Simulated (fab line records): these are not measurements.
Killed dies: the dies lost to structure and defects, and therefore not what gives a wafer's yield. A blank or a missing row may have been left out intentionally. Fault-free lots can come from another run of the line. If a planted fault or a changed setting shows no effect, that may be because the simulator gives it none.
fab line records	flow n5-finfet
record: lots: 7	wafers: 20	last-day: 20
route steps=1938 shown BEOL_M3@979 BEOL_M4@1111 PASSIVATION@1936
lots that met no fault: taken from a fault-free run of the same line
start-h: start of the lot's first displayed wafer, in hours after the record's first day	wait-h: time in hours since the lot's previous step	" identical to the entry in the row above	L1.1+2: a single row standing in for several wafers	- value missing, or start not given	* or withheld: withheld	< > ~ a bound
route shown NAME@n: names a module that has steps shown in the file, with the first one's number in the route	usual: mean and standard deviation over wafers with no fault	same: alike in all rows	chamber/n: place in a boat	sites: per-site readings	_std_site: their standard deviation	_edge_site: mean of outer sites minus mean of inner sites	radius-mm: how far each site lies from the wafer's centre	mask NAME#n: copy n	behind: the most recent tool/chamber to have shaped the wafer	hold: the reason the lot was held/the length of the hold in hours/how it ended	device: the n, p or np transistor that did not switch	end of line: the tests these same wafers got at the end of their route	a step given without rows: its recipe and nothing more	killed: the dies lost at the first sort to structure and to defects; this is not the yield of the wafer	map: shows each die of a wafer: x if killed, . if not, _ if none is there
set.NAME: the setting that was run; set.NAME@STEP: the one run at that earlier step	model.NAME: the simulator's own value behind a step, which no gauge read
lots at some steps of the route; a table a step, a row a wafer
services: the hour from which a tool's chamber was out of use, counted from the record's first day as start-h (under 0 if before that day), plus the number of hours and why
== steps ==
step: N5_BEOL_M3_STRIP_36
recipe: chemistry: N2/H2	power-w: 450	temp-c: 40	pressure-mtorr: 20	rf-frequency-hz: 6e+07	overash-fraction: 0.3	bias-power-w: 7	h2-frac: 0.5	n2-flow-sccm: 200	h2-flow-sccm: 200
step: N5_BEOL_M3_TRENCH_ETCH_37
recipe: chemistry: C4F6/O2	target-depth-a: 555.55	target: SiOC	time-s: 29.2	ion-energy-ev: 250	pressure-mtorr: 30	source-w: 355	bias-w: 185	Ar_flow_sccm: 300	C4F6_flow_sccm: 10	O2_flow_sccm: 10
step: N5_BEOL_M3_ETCH_41
recipe: chemistry: CH3F/O2	target: SiCN	target-depth-a: 299	taper-deg: 2	time-s: 52.5	ion-energy-ev: 120	mask-material: TiN	pressure-mtorr: 30	source-w: 395	bias-w: 75	Ar_flow_sccm: 150	CH3F_flow_sccm: 30	O2_flow_sccm: 20
step: N5_BEOL_M3_STRIP_97
recipe: chemistry: N2/H2	time-s: 10	power-w: 450	temp-c: 40	pressure-mtorr: 20	rf-frequency-hz: 6e+07	bias-power-w: 7	n2-flow-sccm: 200	h2-flow-sccm: 200
step: N5_BEOL_M3_OCD_MEAS_38
usual: trench-depth-nm: 55.4/0.61
lot.wafer	tool	chamber	start-h	wait-h	trench-depth-nm
L822.3	ocd-02	-	177.47	-	55.6
L822.5	"	-	"	"	55.6
L822.6	"	-	"	"	55.6
L826.2	ocd-01	-	197.37	-	55.4
L826.4	"	-	"	"	55.8
L826.6	"	-	"	"	55.5
L832.1	ocd-02	-	275.26	-	56.5
L832.5	"	-	"	"	55.5
L832.6	"	-	"	"	55.3
L833.2	ocd-01	-	278.37	-	54.2
L833.3	"	-	"	"	55.7
L833.5	"	-	"	"	55.0
L834.3	ocd-01	-	278.80	-	55.9
L834.6	"	-	"	"	55.9
L841.1	ocd-02	-	319.54	-	55.4
L841.2	"	-	"	"	53.9
L841.3	"	-	"	"	56.1
L842.1	ocd-01	-	319.97	-	55.7
L842.4	"	-	"	"	55.4
L842.5	"	-	"	"	54.8
step: N5_BEOL_M3_HM_STRIP_39
recipe: chemistry: peroxide-tin-strip	material: TiN	target-depth-a: 250	temp-c: 50	time-s: 158
step: N5_BEOL_M3_SRD_40
recipe: time-s: 30	temp-c: 23	rinse-liquid: diw	dry: ipa-marangoni
step: N5_BEOL_M3_PRECLEAN_42
recipe: chemistry: residue-remover	time-s: 60	temp-c: 40
step: N5_BEOL_M3_SRD_43
recipe: time-s: 30	temp-c: 23	rinse-liquid: diw	dry: ipa-marangoni
step: N5_BEOL_M3_CD_MEAS_35
recipe: target-cd-nm: 18	target-cd-y-nm: 21	polarity: opening
usual: cd-nm: 18.04/0.27
lot.wafer	tool	chamber	start-h	wait-h	cd-nm
L822.3	cd-sem-03	-	177.62	0.0	18.05
L822.5	"	-	"	"	17.85
L822.6	"	-	"	"	18.07
L826.2	cd-sem-02	-	197.52	0.0	18.39
L826.4	"	-	"	"	17.75
L826.6	"	-	"	"	18.20
L832.1	cd-sem-03	-	275.41	0.0	17.89
L832.5	"	-	"	"	18.01
L832.6	"	-	"	"	18.18
L833.2	cd-sem-01	-	278.53	0.0	18.09
L833.3	"	-	"	"	17.83
L833.5	"	-	"	"	18.08
L834.3	cd-sem-03	-	278.96	0.0	18.46
L834.6	"	-	"	"	18.22
L841.1	cd-sem-03	-	319.70	0.0	17.74
L841.2	"	-	"	"	18.19
L841.3	"	-	"	"	17.46
L842.1	cd-sem-02	-	320.13	0.0	17.84
L842.4	"	-	"	"	17.60
L842.5	"	-	"	"	18.01
step: N5_BEOL_M3_DEGAS_44
recipe: ambient: vacuum	temp-c: 250	time-s: 60
usual: heater-power-w: 354/39
lot.wafer	tool	chamber	start-h	wait-h	heater-power-w
L822.3	pvd-sputter-03	-	177.89	0.3	301
L822.5	"	-	"	"	411
L822.6	"	-	"	"	312
L826.2	pvd-sputter-01	-	197.71	0.2	352
L826.4	"	-	"	"	306
L826.6	"	-	"	"	328
L832.1	pvd-sputter-01	-	275.57	0.2	307
L832.5	"	-	"	"	388
L832.6	"	-	"	"	319
L833.2	pvd-sputter-03	-	278.82	0.3	331
L833.3	"	-	"	"	311
L833.5	"	-	"	"	327
L834.3	pvd-sputter-01	-	279.03	0.1	324
L834.6	"	-	"	"	319
L841.1	pvd-sputter-01	-	320.19	0.5	301
L841.2	"	-	"	"	317
L841.3	"	-	"	"	403
L842.1	pvd-sputter-02	-	320.37	0.2	363
L842.4	"	-	"	"	369
L842.5	"	-	"	"	365
step: N5_BEOL_M3_PRE_CLEAN_45
recipe: gas: H2/He	time-s: 30	temp-c: 250
step: N5_BEOL_M3_ALD_84
recipe: material: TaN	target-thk-a: *	temp-c: 275	ald-precursor-family: PDMAT	ald-co-reactant: NH3	pressure-torr: 3	carrier-flow-sccm: 1500	pulse-time-s: 2	purge-time-s: 3	co-reactant-purge-time-s: 2	co-reactant-pulse-time-s: 3	ald-cycles: 30	precursor-vessel-temp-c: 75	precursor-vessel-pressure-torr: 26.25	precursor-vessel-carrier-sccm: 1000
usual: ald-cycles: 30/0	heater-power-w: 404/55
same: purge-time-s: 3
lot.wafer	tool	chamber	start-h	wait-h	ald-cycles	heater-power-w	since-wet-clean-h
L822.3	ald-metal-04	0	178.05	0.1	30	335	2918
L822.5	"	2	"	"	30	416	-
L822.6	"	3	"	"	30	382	-
L826.2	ald-metal-04	3	197.81	0.0	30	382	2938
L826.4	"	1	"	"	30	510	2938
L826.6	"	0	"	"	30	333	-
L832.1	ald-metal-04	3	275.67	0.0	30	373	3015
L832.5	"	0	"	"	30	343	-
L832.6	"	1	"	"	34	515	-
L833.2	ald-metal-04	1	278.92	0.0	30	517	3019
L833.3	"	0	"	"	34	336	3019
L833.5	"	1	"	"	30	509	-
L834.3	ald-metal-04	3	279.14	0.1	34	376	3019
L834.6	"	0	"	"	34	339	-
L841.1	ald-metal-03	3	320.29	0.0	30	362	6137
L841.2	"	2	"	"	30	408	6137
L841.3	"	1	"	"	30	372	6137
L842.1	ald-metal-01	1	320.50	0.1	30	339	1522
L842.4	"	0	"	"	30	491	1522
L842.5	"	2	"	"	30	427	-
step: N5_BEOL_M3_SURFACE_TREAT_85
recipe: gas: Ar	time-s: *	ion-energy-ev: *	ion-current-ma-cm2: 0.5	pressure-mtorr: *	ar-flow-sccm: 30
step: N5_BEOL_M3_CVD_47
recipe: material: Co	target-thk-a: 30	temp-c: withheld	precursor: CCTBA/H2	pressure-torr: 30	time-s: 223.8
step: N5_BEOL_M3_SPUTTER_48
recipe: material: Cu	target-thk-a: 45	temp-c: -20	chamber-pressure-pa: 0.07	power-w: withheld	time-s: 8.29
step: N5_BEOL_M3_ANNEAL_49
recipe: temp-c: 400	time-s: 240	ambient: vacuum
step: N5_BEOL_M3_SPUTTER_79
recipe: material: Cu	target-thk-a: 45	temp-c: -20	chamber-pressure-pa: 0.07	power-w: withheld	time-s: 8.29
usual: throttle-valve-pct: 30.0/1.2
lot.wafer	tool	chamber	start-h	wait-h	throttle-valve-pct
L822.3	pvd-sputter-03	-	178.79	0.1	30.9
L822.5	"	-	"	"	32.2
L822.6	"	-	"	"	29.2
L826.2	pvd-sputter-03	-	198.59	0.1	28.7
L826.4	"	-	"	"	28.8
L826.6	"	-	"	"	29.1
L832.1	pvd-sputter-03	-	276.54	0.1	29.0
L832.5	"	-	"	"	31.4
L832.6	"	-	"	"	32.2
L833.2	pvd-sputter-03	-	279.80	0.1	32.3
L833.3	"	-	"	"	29.5
L833.5	"	-	"	"	28.9
L834.3	pvd-sputter-01	-	281.41	0.1	28.0
L834.6	"	-	"	"	28.2
L841.1	pvd-sputter-02	-	321.02	0.1	28.6
L841.2	"	-	"	"	31.3
L841.3	"	-	"	"	30.3
L842.1	pvd-sputter-02	-	322.90	0.1	30.1
L842.4	"	-	"	"	30.2
L842.5	"	-	"	"	30.3
step: N5_BEOL_M3_ANNEAL_80
recipe: temp-c: 400	time-s: 240	ambient: vacuum
step: N5_BEOL_M3_SPUTTER_81
recipe: material: Cu	target-thk-a: 45	temp-c: -20	chamber-pressure-pa: 0.07	power-w: withheld	time-s: 8.29
step: N5_BEOL_M3_ANNEAL_82
recipe: temp-c: 400	time-s: 240	ambient: vacuum
usual: heater-power-w: 884/100
lot.wafer	tool	chamber	start-h	wait-h	heater-power-w
L822.3	pvd-sputter-03	-	179.09	0.0	1013
L822.5	"	-	"	"	835
L822.6	"	-	"	"	761
L826.2	pvd-sputter-03	-	198.89	0.0	793
L826.4	"	-	"	"	754
L826.6	"	-	"	"	745
L832.1	pvd-sputter-03	-	276.84	0.0	797
L832.5	"	-	"	"	1020
L832.6	"	-	"	"	822
L833.2	pvd-sputter-03	-	280.10	0.0	840
L833.3	"	-	"	"	738
L833.5	"	-	"	"	798
L834.3	pvd-sputter-01	-	281.71	0.0	794
L834.6	"	-	"	"	808
L841.1	pvd-sputter-02	-	321.32	0.0	966
L841.2	"	-	"	"	927
L841.3	"	-	"	"	1011
L842.1	pvd-sputter-02	-	323.20	0.0	927
L842.4	"	-	"	"	1021
L842.5	"	-	"	"	1005
step: N5_BEOL_M3_SPUTTER_86
recipe: material: Cu	target-thk-a: 45	temp-c: -20	chamber-pressure-pa: 0.07	power-w: withheld	time-s: 8.29
step: N5_BEOL_M3_ANNEAL_87
recipe: temp-c: 400	time-s: 240	ambient: vacuum
step: N5_BEOL_M3_SPUTTER_88
recipe: material: Cu	target-thk-a: 45	temp-c: -20	chamber-pressure-pa: 0.07	power-w: withheld	time-s: 8.29
step: N5_BEOL_M3_ANNEAL_89
recipe: temp-c: 400	time-s: 240	ambient: vacuum
step: N5_BEOL_M3_SPUTTER_90
recipe: material: Cu	target-thk-a: 45	temp-c: -20	chamber-pressure-pa: 0.07	power-w: withheld	time-s: 8.29
step: N5_BEOL_M3_ANNEAL_91
recipe: temp-c: 400	time-s: 240	ambient: vacuum
usual: heater-power-w: 884/100
lot.wafer	tool	chamber	start-h	wait-h	heater-power-w
L822.3	pvd-sputter-03	-	179.75	0.0	1006
L822.5	"	-	"	"	823
L822.6	"	-	"	"	753
L826.2	pvd-sputter-03	-	199.55	0.0	800
L826.4	"	-	"	"	760
L826.6	"	-	"	"	764
L832.1	pvd-sputter-03	-	277.50	0.0	798
L832.5	"	-	"	"	1037
L832.6	"	-	"	"	822
L833.2	pvd-sputter-03	-	280.76	0.0	843
L833.3	"	-	"	"	765
L833.5	"	-	"	"	814
L834.3	pvd-sputter-01	-	282.37	0.0	789
L834.6	"	-	"	"	796
L841.1	pvd-sputter-02	-	321.98	0.0	983
L841.2	"	-	"	"	933
L841.3	"	-	"	"	1030
L842.1	pvd-sputter-02	-	323.86	0.0	905
L842.4	"	-	"	"	1043
L842.5	"	-	"	"	1031
step: N5_BEOL_M3_SPUTTER_92
recipe: material: Cu	target-thk-a: 45	temp-c: -20	chamber-pressure-pa: 0.07	power-w: withheld	time-s: 8.29
step: N5_BEOL_M3_ANNEAL_93
recipe: temp-c: 400	time-s: 240	ambient: vacuum
step: N5_BEOL_M3_SPUTTER_94
recipe: material: Cu	target-thk-a: 45	temp-c: -20	chamber-pressure-pa: 0.07	power-w: withheld	time-s: 8.29
step: N5_BEOL_M3_ANNEAL_95
recipe: temp-c: 400	time-s: 240	ambient: vacuum
step: N5_BEOL_M3_SPUTTER_96
recipe: material: Cu	target-thk-a: 45	temp-c: -20	chamber-pressure-pa: 0.07	power-w: withheld	time-s: 8.29
usual: throttle-valve-pct: 30.0/1.2
lot.wafer	tool	chamber	start-h	wait-h	throttle-valve-pct
L822.3	pvd-sputter-03	-	180.33	0.1	31.3
L822.5	"	-	"	"	32.1
L822.6	"	-	"	"	29.2
L826.2	pvd-sputter-03	-	200.13	0.1	29.1
L826.4	"	-	"	"	29.2
L826.6	"	-	"	"	29.3
L832.1	pvd-sputter-03	-	278.08	0.1	29.1
L832.5	"	-	"	"	31.1
L832.6	"	-	"	"	31.9
L833.2	pvd-sputter-03	-	281.34	0.1	32.4
L833.3	"	-	"	"	29.3
L833.5	"	-	"	"	29.0
L834.3	pvd-sputter-01	-	282.95	0.1	28.1
L834.6	"	-	"	"	28.0
L841.1	pvd-sputter-02	-	322.56	0.1	28.3
L841.2	"	-	"	"	31.3
L841.3	"	-	"	"	30.4
L842.1	pvd-sputter-02	-	324.44	0.1	30.3
L842.4	"	-	"	"	30.0
L842.5	"	-	"	"	30.0
step: N5_BEOL_M3_ECD_50
recipe: material: Cu	target-thk-a: 3000
step: N5_BEOL_M3_ANNEAL_51
recipe: temp-c: 225	time-s: 90	ambient: N2
step: N5_BEOL_M3_CMP_52
recipe: stop-on: SiOC	t-overpolish-s: 6.8	down-force-psi: 1	platen-rpm: 50	clearing-platen-down-force-psi: 1.5	clearing-platen-rpm: 50	post-cmp-clean: cu-alkaline	target-thk-nm: 40	clearing-platen-pad-velocity-m-s: 0.99484	pad-velocity-m-s: 0.99484
step: N5_BEOL_M3_THK_MEAS_53
recipe: thk-meas-gauge: xrf	reads: Cu_of_BEOL_M3_ECD_50
usual: M3_THK: 39.2/1.3
lot.wafer	tool	chamber	start-h	wait-h	M3_THK[nm]
L822.3	film-metro-02	-	181.12	-	39.5
L822.5	"	-	"	"	40.2
L822.6	"	-	"	"	38.7
L826.2	film-metro-01	-	201.04	-	38.4
L826.4	"	-	"	"	38.8
L826.6	"	-	"	"	39.4
L832.1	film-metro-02	-	278.87	-	37.7
L832.5	"	-	"	"	40.1
L832.6	"	-	"	"	39.8
L833.2	film-metro-01	-	282.13	-	38.6
L833.3	"	-	"	"	36.1
L833.5	"	-	"	"	39.2
L834.3	film-metro-02	-	284.01	-	39.4
L834.6	"	-	"	"	40.6
L841.1	film-metro-01	-	323.35	-	39.4
L841.2	"	-	"	"	38.1
L841.3	"	-	"	"	37.6
L842.1	film-metro-02	-	325.66	-	38.9
L842.4	"	-	"	"	38.4
L842.5	"	-	"	"	40.4
step: N5_BEOL_M3_PRE_CLEAN_60
recipe: gas: NH3/H2	time-s: 15	temp-c: *	rf-power-w: 300
step: N5_BEOL_M3_CO_CAP_55
recipe: material: Co	target-thk-a: 20	temp-c: 200	precursor: CCTBA/H2	pressure-torr: 30	time-s: 102.1
step: N5_BEOL_M3_PRE_CLEAN_56
recipe: gas: NH3	time-s: 15	temp-c: withheld	rf-power-w: 300
step: N5_BEOL_M3_DEP_57
recipe: material: SiCN	target-thk-a: 80	temp-c: withheld	precursor: 3MS/NH3	pressure-torr: 3	rf-w: 202	time-s: 14
step: N5_BEOL_M3_RS_MEAS_58
recipe: thk-meas-gauge: four-point-probe	reads: Co_of_BEOL_M3_CO_CAP_55+Cu_of_BEOL_M3_ECD_50+Co_of_BEOL_M3_CVD_47+TaN_of_BEOL_M3_ALD_84
usual: M3_RS: 0.676/0.027
lot.wafer	tool	chamber	start-h	wait-h	M3_RS[ohm/sq]
L822.3	film-metro-01	-	181.38	0.1	0.679
L822.5	"	-	"	"	0.666
L822.6	"	-	"	"	0.692
L826.2	film-metro-02	-	201.30	0.1	0.677
L826.4	"	-	"	"	0.671
L826.6	"	-	"	"	0.658
L832.1	film-metro-01	-	279.13	0.0	0.708
L832.5	"	-	"	"	0.655
L832.6	"	-	"	"	0.662
L833.2	film-metro-01	-	282.39	0.1	0.690
L833.3	"	-	"	"	0.753
L833.5	"	-	"	"	0.679
L834.3	film-metro-02	-	284.27	0.1	0.670
L834.6	"	-	"	"	0.645
L841.1	film-metro-01	-	323.61	0.1	0.676
L841.2	"	-	"	"	0.702
L841.3	"	-	"	"	0.713
L842.1	film-metro-01	-	325.92	0.0	0.678
L842.4	"	-	"	"	0.687
L842.5	"	-	"	"	0.644
step: N5_BEOL_M3_INSPECT_59
recipe: inspect-instrument: darkfield	mode: post-dep
usual: raw-defect-count: 64/24
lot.wafer	tool	chamber	start-h	wait-h	raw-defect-count
L822.3	defect-inspect-01	-	181.40	0.0	131
L822.5	"	-	"	"	135
L822.6	"	-	"	"	99
L826.2	defect-inspect-01	-	201.33	0.0	123
L826.4	"	-	"	"	111
L826.6	"	-	"	"	113
L832.1	defect-inspect-01	-	279.16	0.0	73
L832.5	"	-	"	"	49
L832.6	"	-	"	"	56
L833.2	defect-inspect-01	-	282.42	0.0	69
L833.3	"	-	"	"	83
L833.5	"	-	"	"	56
L834.3	defect-inspect-01	-	284.30	0.0	41
L834.6	"	-	"	"	72
L841.1	defect-inspect-02	-	323.64	0.0	37
L841.2	"	-	"	"	39
L841.3	"	-	"	"	27
L842.1	defect-inspect-01	-	325.95	0.0	34
L842.4	"	-	"	"	37
L842.5	"	-	"	"	55
step: N5_BEOL_M4_RC_MEAS_101
usual: CHAIN_V2: 232/7.2	CHAIN_V2_max_site: 240/7.7	DIBL_N: 36.6/1.3	DIBL_P: 36.4/1.4	IOFF_N: 0.167/0.023	IOFF_P: 0.219/0.029	ION_N: 678/8.7	ION_P: 464/6.4	SS_N: 71.5/0.53	SS_P: 73.4/0.57	VT_N: 248.5/2.8	VT_P: -249/3.1
lot.wafer	tool	chamber	start-h	wait-h	CHAIN_V2[ohm/link]	CHAIN_V2_max_site[ohm/link]	DIBL_N[mV/V]	DIBL_P[mV/V]	IOFF_N[nA/um]	IOFF_P[nA/um]	ION_N[uA/um]	ION_P[uA/um]	SS_N[mV/dec]	SS_P[mV/dec]	VT_N[mV]	VT_P[mV]
L822.3	prober-02	0	196.53	0.3	221	225	35.5	35.3	0.147	0.207	677	467	70.4	73.4	250.7	-252
L822.5	"	0	"	"	227	239	36.6	35.2	0.159	0.198	677	464	71.5	73.2	251.4	-249
L822.6	"	0	"	"	215	226	34.8	33.9	0.130	0.189	663	459	71.2	73.2	253.6	-248
L826.2	prober-02	0	226.67	0.2	215	225	38.3	38.0	0.181	0.236	682	475	71.9	73.5	247.6	-247
L826.4	"	0	"	"	229	237	39.1	39.0	0.211	0.270	704	481	71.8	73.0	243.3	-246
L826.6	"	0	"	"	221	226	38.8	38.6	0.201	0.251	690	470	71.6	73.9	244.8	-250
L832.1	prober-02	0	290.03	0.0	229	240	36.1	35.5	0.155	0.207	679	468	71.2	72.8	248.7	-248
L832.5	"	0	"	"	232	237	35.5	34.5	0.146	0.200	679	470	71.1	72.5	252.4	-252
L832.6	"	0	"	"	258	265	34.8	33.7	0.133	0.187	669	464	70.7	72.7	250.2	-251
L833.2	prober-01	0	305.21	0.2	241	255	35.7	36.6	0.159	0.191	667	450	71.9	73.6	249.2	-252
L833.3	"	0	"	"	262	271	36.3	38.4	0.188	0.209	673	454	72.4	74.0	247.2	-252
L833.5	"	0	"	"	228	233	36.1	37.4	0.176	0.202	665	452	72.1	73.8	249.8	-252
L834.3	prober-01	0	308.82	0.3	244	252	37.4	37.2	0.193	0.231	675	461	71.2	73.1	246.4	-248
L834.6	"	0	"	"	245	265	35.7	35.4	0.152	0.201	677	460	71.9	73.5	249.6	-251
L841.1	prober-01	0	351.14	0.0	239	248	36.9	37.9	0.164	0.231	674	467	71.6	74.1	251.0	-249
L841.2	"	0	"	"	243	249	36.5	37.0	0.149	0.200	676	457	71.7	72.9	249.8	-253
L841.3	"	0	"	"	230	233	37.9	39.8	0.187	0.257	683	471	72.1	73.3	247.3	-248
L842.1	prober-01	0	358.31	0.0	237	247	37.9	37.2	0.210	0.253	697	470	72.1	74.1	243.8	-247
L842.4	"	0	"	"	238	245	37.9	37.4	0.201	0.252	692	464	71.6	73.8	245.1	-249
L842.5	"	0	"	"	237	245	38.7	38.6	0.219	0.272	696	470	71.8	74.6	242.8	-247
sites CHAIN_V2 radius-mm=0,75,75,75,75,140,140,140,140
L822.3 218 224 225 220 221 211 224 224 215
L826.2 215 217 217 225 222 215 212 214 210
L832.1 226 229 238 240 230 224 226 232 218
L833.2 239 247 240 245 241 255 237 236 252
L834.3 237 239 244 238 249 249 241 250 252
L841.1 236 245 236 242 239 248 232 234 239
L842.1 244 244 247 232 244 225 234 230 237
step: N5_PASSIVATION_PROBE_49
usual: defect-limited-yield: 91.6/1.6	killed_at_M0_to_M3: 32/9.7	killed_at_M4_up: 13/4.4	killed-at-contacts: 12/6.5	killed-at-front-end: 38/12	killed-at-other: 3.7/3	killed-dies: 99/18	killed-on-rim: 13/3.9	killed-open: 66/14	killed-short: 32/7.5	sort_bin_5_function: 4.9/1	sort_bin_6_memory: 3.2/0.73	sort-n-pass: 1081/18	sort-yield-pct: 91.6/1.6
same: gross-dies: 1180	killed-at-back-side: 0	sort_bin_4_leakage[%]: 0	sort_bin_8_speed[%]: 0
lot.wafer	tool	chamber	start-h	wait-h	defect-limited-yield[%]	killed_at_M0_to_M3	killed_at_M4_up	killed-at-contacts	killed-at-front-end	killed-at-other	killed-dies	killed-on-rim	killed-open	killed-short	sort_bin_5_function[%]	sort_bin_6_memory[%]	sort-n-pass	sort-yield-pct[%]
L826.2	prober-01	-	325.97	0.1	90.8	20	15	20	46	8	109	18	71	37	5.7	3.3	1071	90.8
L826.4	prober-01	-	326.07	0.2	94.2	19	13	10	26	0	68	7	46	21	3.2	2.5	1112	94.2
L826.6	prober-01	-	326.17	0.3	93.6	16	13	19	20	7	75	8	48	27	4.0	2.0	1105	93.6
L832.1	prober-01	-	389.91	0.0	90.8	48	16	7	36	1	108	11	75	33	5.3	3.7	1072	90.8
L832.5	prober-01	-	390.11	0.2	92.3	28	18	12	30	3	91	7	65	26	4.7	2.8	1089	92.3
L832.6	prober-01	-	390.16	0.3	90.5	32	17	10	49	4	112	18	77	35	6.4	3.1	1068	90.5
L834.3	prober-01	-	409.09	0.1	91.9	29	13	9	42	2	95	15	66	26	4.8	3.2	1085	91.9
L834.6	prober-01	-	409.24	0.3	91.1	46	10	4	36	9	105	11	67	38	5.8	2.6	1075	91.1
L833.2	prober-01	-	418.75	0.1	93.8	18	12	8	30	5	73	10	43	30	3.6	2.2	1107	93.8
L833.3	prober-01	-	418.80	0.1	90.8	35	15	9	48	2	109	15	68	41	5.5	3.5	1071	90.8
L833.5	prober-01	-	418.90	0.2	91.7	22	6	9	58	3	98	11	56	42	5.1	3.0	1082	91.7
killed by level:class
L826.2 MOL_CONTACT_COAG:geometric-particle:open=12 FIN_SAQP:geometric-particle:open=9 STI_FIN_REVEAL:geometric-particle:open=9 FIN_SAQP:geometric-particle:short=8 MOL_CONTACT_COAG:geometric-particle:short=8 GATE_CUT:geometric-particle:short=7 DUMMY_GATE:geometric-particle:open=6 BEOL_M1:geometric-particle:open=6
L826.4 FIN_SAQP:geometric-particle:open=7 MOL_CONTACT_COAG:geometric-particle:open=7 BEOL_M3:geometric-particle:open=7 FIN_SAQP:geometric-particle:short=6 BEOL_M0_SAQP:geometric-particle:open=4 BEOL_M4:geometric-particle:open=4 BEOL_M1:geometric-particle:short=3 STI_FIN_REVEAL:geometric-particle:open=3
L826.6 MOL_CONTACT_COAG:geometric-particle:open=14 BEOL_M0_SAQP:geometric-particle:short=6 MOL_CONTACT_COAG:geometric-particle:short=5 BEOL_M3:geometric-particle:open=4 BEOL_M4:geometric-particle:open=4 MIM_TOP:geometric-particle:short=4 FIN_SAQP:geometric-particle:open=3 STI_FIN_REVEAL:geometric-particle:open=3
L832.1 BEOL_M1:geometric-particle:open=12 FIN_SAQP:geometric-particle:short=10 FIN_SAQP:geometric-particle:open=9 BEOL_M2:geometric-particle:open=9 BEOL_M3:geometric-particle:open=9 BEOL_M4:geometric-particle:open=8 MOL_CONTACT_COAG:geometric-particle:open=6 BEOL_M0_SAQP:geometric-particle:open=6
L832.5 BEOL_M3:geometric-particle:open=11 MOL_CONTACT_COAG:geometric-particle:open=10 STI_FIN_REVEAL:geometric-particle:open=9 BEOL_M4:geometric-particle:open=9 FIN_SAQP:geometric-particle:open=8 BEOL_M2:geometric-particle:open=8 FIN_SAQP:geometric-particle:short=4 BEOL_M2:geometric-particle:short=3
L832.6 FIN_SAQP:geometric-particle:open=15 FIN_SAQP:geometric-particle:short=8 MOL_CONTACT_COAG:geometric-particle:open=8 BEOL_M1:geometric-particle:open=8 STI_FIN_REVEAL:geometric-particle:open=7 BEOL_M2:geometric-particle:open=7 BEOL_M0_SAQP:geometric-particle:short=6 BEOL_M4:geometric-particle:open=5
L834.3 FIN_SAQP:geometric-particle:open=9 FIN_SAQP:geometric-particle:short=9 STI_FIN_REVEAL:geometric-particle:open=9 MOL_CONTACT_COAG:geometric-particle:open=8 BEOL_M0_SAQP:geometric-particle:short=5 BEOL_M0:geometric-particle:open=5 DUMMY_GATE:geometric-particle:open=4 BEOL_M2:geometric-particle:open=4
L834.6 BEOL_M0_SAQP:geometric-particle:short=13 STI_FIN_REVEAL:geometric-particle:open=11 BEOL_M0_SAQP:geometric-particle:open=11 BEOL_M1:geometric-particle:open=10 FIN_SAQP:geometric-particle:short=6 FIN_SAQP:geometric-particle:open=4 DUMMY_GATE:geometric-particle:open=4 MOL_CONTACT_COAG:geometric-particle:open=4
L833.2 GATE_CUT:geometric-particle:short=7 FIN_SAQP:geometric-particle:short=6 FIN_SAQP:geometric-particle:open=6 MOL_CONTACT_COAG:geometric-particle:open=5 BEOL_M2:geometric-particle:open=5 STI_FIN_REVEAL:geometric-particle:open=4 BEOL_M3:geometric-particle:open=4 BEOL_M5:geometric-particle:open=4
L833.3 BEOL_M2:geometric-particle:open=14 GATE_CUT:geometric-particle:short=12 FIN_SAQP:geometric-particle:short=10 STI_FIN_REVEAL:geometric-particle:open=10 MOL_CONTACT_COAG:geometric-particle:open=8 BEOL_M0_SAQP:geometric-particle:open=8 BEOL_M3:geometric-particle:open=6 FIN_SAQP:geometric-particle:open=5
L833.5 FIN_SAQP:geometric-particle:short=10 STI_FIN_REVEAL:geometric-particle:open=10 FIN_SAQP:geometric-particle:open=8 GATE_CUT:geometric-particle:short=8 BEOL_M2:geometric-particle:open=7 MOL_CONTACT_COAG:geometric-particle:open=6 STI_FIN_REVEAL:geometric-particle:short=5 DUMMY_GATE:geometric-particle:open=4
== services ==
tool	chamber	start-h	hours	kind
ald-metal-04	2	178.92	2.3	repair
ald-metal-04	-	190.65	1.2	pm
ald-metal-03	-	211.76	14.6	pm
ald-metal-04	1	216.54	24.2	repair
ald-metal-03	-	226.36	2.8	pm
ald-metal-01	3	259.70	3.6	repair
pvd-sputter-02	-	265.13	12.8	repair
ald-metal-01	1	289.58	29.9	repair
ald-metal-03	-	311.42	6.0	pm
ald-metal-01	3	315.96	1.6	repair
== key ==
first-sign: step: N5_BEOL_M3_ALD_84	reading: ald-cycles	direction: up	sigmas: 99+	usual: *	struck: *
effect: step: N5_BEOL_M4_RC_MEAS_101	reading: CHAIN_V2	direction: up	sigmas: 2.9	usual: 232	struck: 252
effect: step: N5_BEOL_M4_RC_MEAS_101	reading: CHAIN_V2_max_site	direction: up	sigmas: 3.1	usual: 240	struck: 263
met-at N5_BEOL_M3_ALD_84
struck-wafers L832.6,L833.3,L834.3,L834.6
onset-between 197.81 275.67
fault: kind: process-parameter-drift	tool: ald-metal-04	chamber: -	onset-h: 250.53	steps: N5_BEOL_M3_ALD_84	channel: ald-cycles	offset: *	shape: step	end-h: 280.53	scope: struck-wafers-only	acts-in: *	stated: *
